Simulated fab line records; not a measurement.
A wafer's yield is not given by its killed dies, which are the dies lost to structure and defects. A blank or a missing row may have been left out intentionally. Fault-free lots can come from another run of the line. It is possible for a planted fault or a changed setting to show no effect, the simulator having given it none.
A lot that was struck, set against a sound lot ; flow nandHarc ; 14 steps out of a route of 1302
Sound: the wafers L251.3, L251.4, L251.6. Struck: wafer L242.5; the same lot's L242.2 was not struck, so it is left out; see the end for the cause.
For every step that has rows: the tool of each side, followed by ch and its chambers, followed by its first start. Under that, the readings that differ: sound wafers ; struck wafers ; difference of the means ; sigmas: that difference in standard deviations of wafers without a fault.
alike: readings with means less than 2 such deviations apart, plus words and numbers identical on both sides. not compared: withheld readings, readings lacking a value on some wafer, bounds such as >300 that could conceal the same value, and numbers that have no deviation in the record and whose values overlap.
Wherever a step has rows on one side only, a row that says differs or no value, or a row with sigmas, the two part there. Non-overlapping numbers with no deviation appear without sigmas and do not part them. A reading missing from all wafers of one side parts the sides only when that side holds two or more wafers.

first, 1 step without rows for these wafers: NHARC_A_ONON_D1_DEP_00 (target thk 1000 nm).
NHARC_A_ONON_D1_THK_MEAS_02: measures by ellipsometry.
  sound on filmMetro-01, day 16 23:30; struck on filmMetro-01, day 13 18:47
  alike: thkNm
next comes 1 step that has no rows for these wafers: NHARC_A_ONON_D1_DEP_03 (target thickness 1000 nm).
NHARC_A_ONON_D1_THK_MEAS_05: measures by ellipsometry.
  sound on filmMetro-01, day 17 00:04; struck on filmMetro-02, day 13 19:22
  alike: thkNm
next comes 1 step that has no rows for these wafers: NHARC_A_ONON_D1_DEP_06 (target thickness 1000 nm).
NHARC_A_ONON_D1_THK_MEAS_08: measures by ellipsometry.
  sound on filmMetro-01, day 17 00:38; struck on filmMetro-02, day 13 19:56
  alike: thkNm
next comes 1 step that has no rows for these wafers: NHARC_A_ONON_D1_DEP_09 (target thickness 1000 nm).
NHARC_A_ONON_D1_THK_MEAS_11: measures by ellipsometry.
  sound on filmMetro-01, day 17 01:12; struck on filmMetro-02, day 13 20:29
  alike: thkNm
next comes 1 step that has no rows for these wafers: NHARC_A_ONON_D1_DEP_12 (target thickness 1000 nm).
NHARC_A_ONON_D1_THK_MEAS_14: measures by ellipsometry.
  sound on filmMetro-01, day 17 01:46; struck on filmMetro-02, day 13 21:04
  alike: thkNm
then, 1 step without rows for these wafers: NHARC_A_ONON_D1_ANNEAL_15 (time 3600 s).
NHARC_A_ONON_D1_DEP_16: target thk 1000 nm.
  sound on pecvdOnon-01 ch 0, day 17 11:50; struck on pecvdOnon-01 ch 0, day 14 06:29
NHARC_A_ONON_D1_THK_MEAS_18: measures by ellipsometry.
  sound on filmMetro-01, day 17 12:14; struck on filmMetro-02, day 14 06:56
reading;sound;struck;difference;sigmas
thkNm (nm);985 984 985;1063;+78;+8
next comes 1 step that has no rows for these wafers: NHARC_A_ONON_D1_DEP_19 (target thickness 1000 nm).

WHERE THEY PART
Within this record, at NHARC_A_ONON_D1_THK_MEAS_18 only.

WHY: the cause the simulator had injected
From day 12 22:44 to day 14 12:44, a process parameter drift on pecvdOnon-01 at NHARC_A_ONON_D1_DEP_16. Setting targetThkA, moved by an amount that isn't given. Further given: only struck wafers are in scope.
